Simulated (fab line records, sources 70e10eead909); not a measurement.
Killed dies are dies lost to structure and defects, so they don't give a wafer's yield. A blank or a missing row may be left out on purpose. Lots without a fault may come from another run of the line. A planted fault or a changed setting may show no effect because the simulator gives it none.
Which tool did it? | flow nand_harc | 14 lots, 42 wafers sampled, at 3 steps of a route of 1159

WHAT THE GAUGES READ, wafer by wafer
NHARC_HYBRID_BOND_OVL_MEAS_05. Usual: overlay_x_nm -1 nm, standard deviation 34; overlay_y_nm -2 nm, standard deviation 32.
lot  | measured     | on         | overlay_x_nm (nm) | overlay_y_nm (nm) | flag
L197 | day 19 04:55 | overlay-01 | 5 -37 -25         | -9 5 4            |
L202 | day 19 14:52 | overlay-02 | -1 -52 -12        | 48 -1 8           |
L203 | day 19 14:52 | overlay-01 | -3 2 65           | 28 -3 3           |
L200 | day 20 01:47 | overlay-02 | 52 15 -29         | 22 -26 -14        |
L201 | day 20 06:58 | overlay-01 | -50 12 -22        | 38 -14 52         |
L204 | day 20 06:58 | overlay-02 | -30 15 33         | -54 8 9           |
L206 | day 20 18:54 | overlay-01 | 16 -87 -49        | 4 1 -6            |
L205 | day 20 23:53 | overlay-01 | 9 -81 -31         | -27 -42 -61       |
L211 | day 21 11:00 | overlay-02 | 52 58 -16         | -52 4 -45         |
L208 | day 21 11:01 | overlay-02 | 39 -15 15         | 28 -3 -34         |
L209 | day 22 04:07 | overlay-01 | 0 27 10           | -53 -19 1         |
L213 | day 23 02:32 | overlay-01 | -31 -7 -68        | 23 -6 -54         |
L212 | day 23 02:33 | overlay-01 | 23 -23 -1         | 31 44 35          |
L220 | day 24 10:47 | overlay-01 | 30 23 -37         | 6 -3 24           |

NHARC_THIN_TSV_CD_MEAS_12: target cd 1000 nm. Usual: cd_nm 999.4 nm, standard deviation 1.8.
lot  | measured     | on        | cd_nm (nm)           | flag
L197 | day 19 09:40 | cd_sem-01 | 996.4 1000.1 999.1   |
L202 | day 19 17:53 | cd_sem-02 | 997.8 998.5 997.2    |
L203 | day 19 19:39 | cd_sem-03 | 1000.3 1003.6 997.1  |
L200 | day 20 04:55 | cd_sem-02 | 1001.0 1000.4 1002.4 |
L201 | day 20 11:44 | cd_sem-01 | 1000.4 997.9 999.0   |
L204 | day 20 10:07 | cd_sem-01 | 999.0 998.1 1002.2   |
L206 | day 20 22:05 | cd_sem-03 | 998.0 998.3 1001.7   |
L205 | day 21 03:03 | cd_sem-02 | 1002.8 999.3 1000.4  |
L211 | day 21 14:10 | cd_sem-01 | 999.0 1000.5 999.0   |
L208 | day 21 16:32 | cd_sem-01 | 997.3 997.7 998.0    |
L209 | day 22 06:46 | cd_sem-03 | 1002.4 999.4 999.4   |
L213 | day 23 05:17 | cd_sem-02 | 998.1 997.1 999.3    |
L212 | day 23 07:34 | cd_sem-01 | 998.3 998.2 997.5    |
L220 | day 24 13:27 | cd_sem-03 | 1000.5 999.1 1000.9  |

WHICH TOOL RAN EACH LOT (tool, then ch and the chambers of the sampled wafers, then the start)
lot  | NHARC_A_BONDPAD_DEGAS_25
L197 | pvd_sputter-03, day 18 13:43
L202 | pvd_sputter-03, day 19 00:47
L203 | pvd_sputter-02, day 19 04:32
L200 | pvd_sputter-03, day 19 14:24
L201 | pvd_sputter-02, day 19 18:40
L204 | pvd_sputter-03, day 19 21:12
L206 | pvd_sputter-01, day 20 07:16
L205 | pvd_sputter-01, day 20 11:51
L211 | pvd_sputter-01, day 21 01:29
L208 | pvd_sputter-02, day 21 01:51
L209 | pvd_sputter-01, day 21 13:14
L213 | pvd_sputter-03, day 22 13:36
L212 | pvd_sputter-03, day 22 16:11
L220 | pvd_sputter-03, day 23 23:24
- NHARC_A_BONDPAD_DEGAS_25: time 60 s.

WHAT THE TOOLS THEMSELVES READ (means of the sampled wafers that have a number; where no wafer has one, the mark that the record gives instead)
NHARC_A_BONDPAD_DEGAS_25. Usual: heater_power_w 461 W, standard deviation 45.
lot  | tool           | heater_power_w (W) | flag
L197 | pvd_sputter-03 | 480                |
L202 | pvd_sputter-03 | 454                |
L203 | pvd_sputter-02 | 415                |
L200 | pvd_sputter-03 | 461                |
L201 | pvd_sputter-02 | 433                |
L204 | pvd_sputter-03 | 448                |
L206 | pvd_sputter-01 | 472                |
L205 | pvd_sputter-01 | 494                |
L211 | pvd_sputter-01 | 481                |
L208 | pvd_sputter-02 | 454                |
L209 | pvd_sputter-01 | 486                |
L213 | pvd_sputter-03 | 442                |
L212 | pvd_sputter-03 | 439                |
L220 | pvd_sputter-03 | 446                |

THE ANSWER, worked out from the rows above alone
Rule: a lot is off if the mean of its wafers that have a number lies more than 3 standard deviations from the usual mean. A lot without any number at a reading at which 4 lots or more have one is off too. The other lots that the step has rows for count as sound. The gauges are gone through in route order, then the tools' own readings, and for those a lot's mean is taken as printed above. The first step at which some lot is off is used, and at that step the reading that is off furthest; a lot without a number counts as furthest.
No lot is off at any reading shown: from this, nothing can be told.

WHAT THE SIMULATOR HAD PUT IN
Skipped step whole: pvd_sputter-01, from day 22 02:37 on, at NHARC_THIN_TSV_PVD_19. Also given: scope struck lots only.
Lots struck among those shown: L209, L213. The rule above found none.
